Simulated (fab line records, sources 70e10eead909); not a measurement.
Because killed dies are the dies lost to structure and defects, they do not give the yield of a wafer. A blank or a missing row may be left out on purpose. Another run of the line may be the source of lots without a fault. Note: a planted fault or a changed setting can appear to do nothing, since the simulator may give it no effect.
Chamber matching | flow nand_harc | ald_metal-01 running NHARC_P_CONTACT_ALD_22: 4 sister chambers
The step deposits TiN, target thk 3 nm, pulse time 1 s, ald cycles 150. 4 wafers are shown with their chamber, then 9 later ones without.

== EACH WAFER AND ITS CHAMBER ==
wafer  | chamber | heater_power_w (W)
L082.2 | 2       | 1017
L085.6 | 1       | 1108
L088.5 | 0       | 1054
L088.6 | 3       | 1009

== WAFERS WITH NO CHAMBER GIVEN ==
wafer  | heater_power_w (W)
L090.1 | 1088
L090.2 | 984
L090.3 | 1009
L092.1 | 1067
L092.3 | 1026
L092.5 | 1084
L096.4 | 1020
L096.5 | 983
L096.6 | 1094

== THE CHAMBER EACH PASSED THROUGH ==
wafer  | from the rows above          | in truth
L090.1 | can't be placed: 1 or 0      | 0
L090.2 | can't be placed: 3 or 2      | 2
L090.3 | can't be placed: 3 or 2      | 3
L092.1 | can't be placed: 0 or 1      | 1
L092.3 | can't be placed: 2 or 3 or 0 | 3
L092.5 | can't be placed: 1 or 0      | 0
L096.4 | can't be placed: 2 or 3 or 0 | 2
L096.5 | can't be placed: 3 or 2      | 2
L096.6 | can't be placed: 1 or 0      | 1
Placed correctly: 0 of 9. Not placeable from these rows: 9 (in 9, the candidates include the true chamber). Placed wrongly: 0.
How it was worked out, from the rows above alone: a wafer's distance from a chamber is the root of the sum, over the readings, of the square of ((its reading less the chamber's mean) divided by the reading's scatter). If the next closest chamber is less than 2 further off than the closest, the wafer can't be placed; otherwise it belongs to the closest. The mean given for a chamber averages the wafers shown for that chamber. The scatter: with one shown wafer a chamber, the root of the mean of the squares of how far each hidden wafer lies from its nearest shown one.
